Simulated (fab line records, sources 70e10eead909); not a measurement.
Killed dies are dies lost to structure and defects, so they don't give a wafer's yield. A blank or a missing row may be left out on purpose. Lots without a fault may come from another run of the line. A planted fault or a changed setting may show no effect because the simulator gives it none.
Chamber matching | flow nand_harc | NHARC_A_CONTACT_CMP_20 on cmp-02: 4 sister chambers
The step polishes, t overpolish 30 s, target thk 300 nm. 18 wafers are shown with their chamber, then 9 later ones without.

WAFERS WITH THEIR CHAMBER
wafer  | chamber | motor_current_A (A) | time_to_endpoint_s (s) | overpolish_run_s (s)
L078.1 | 2       | 12.2                | 66                     | 29.989
L078.4 | 0       | 10.8                | 60                     | 29.988
L078.5 | 1       | 13.5                | 60                     | 30.015
L079.3 | 1       | 13.7                | 58                     | 30.007
L079.4 | 3       | 13.3                | 64                     | 29.996
L079.6 | 2       | 11.3                | 65                     | 30.007
L081.1 | 3       | 13.9                | 66                     | 30.000
L081.2 | 2       | 12.2                | 64                     | 29.988
L081.5 | 0       | 10.2                | 62                     | 29.988
L084.1 | 2       | 11.5                | 66                     | 29.991
L084.2 | 3       | 13.1                | 64                     | 30.004
L084.3 | 0       | 10.9                | 64                     | 30.001
L087.3 | 0       | 10.3                | 60                     | 30.004
L087.4 | 3       | 13.2                | 63                     | 29.994
L087.5 | 3       | 13.7                | 65                     | 29.985
L089.1 | 3       | 12.8                | 63                     | 30.002
L089.2 | 0       | 11.2                | 63                     | 30.004
L089.4 | 1       | 13.1                | 58                     | 29.988

SIGNATURES (means of the wafers above)
reading            | chamber 0 | chamber 1 | chamber 2 | chamber 3 | scatter within a chamber
motor_current_A    | 10.680    | 13.433    | 11.800    | 13.333    | 0.411
time_to_endpoint_s | 61.80     | 58.67     | 65.25     | 64.17     | 1.34
overpolish_run_s   | 29.99700  | 30.00333  | 29.99375  | 29.99683  | 0.00901
Rule: a wafer's distance from a chamber is the root of the sum, over the readings, of the square of ((its reading less the chamber's mean) divided by the reading's scatter). The wafer belongs to the nearest chamber; if the next one is less than 2 further off, it can't be placed. The scatter: the root of (the sum of the squares of (reading less its chamber's mean) over the shown wafers, divided by (wafers less chambers)).

WAFERS WITHOUT THEIR CHAMBER
wafer  | motor_current_A (A) | time_to_endpoint_s (s) | overpolish_run_s (s)
L094.1 | 13.1                | 58                     | 29.991
L094.2 | 13.5                | 65                     | 30.015
L094.4 | 10.7                | 59                     | 30.016
L096.1 | 10.6                | 57                     | 30.001
L096.3 | 12.5                | 61                     | 30.004
L096.5 | 10.9                | 56                     | 29.989
L097.3 | 12.2                | 61                     | 30.017
L097.4 | 10.6                | 56                     | 29.991
L097.5 | 13.0                | 61                     | 29.999

WHICH CHAMBER EACH WENT THROUGH
wafer  | from the rows above               | in truth
L094.1 | 1                                 | 1
L094.2 | 3                                 | 3
L094.4 | 0                                 | 0
L096.1 | 0                                 | 0
L096.3 | can't be placed: 1 or 3 or 2 or 0 | 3
L096.5 | 0                                 | 0
L097.3 | can't be placed: 1 or 2 or 3 or 0 | 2
L097.4 | 0                                 | 0
L097.5 | can't be placed: 1 or 3           | 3
Placed correctly: 6 of 9. Can't be placed from these rows: 3 (the true chamber is among the candidates in 3). Placed wrongly: 0.
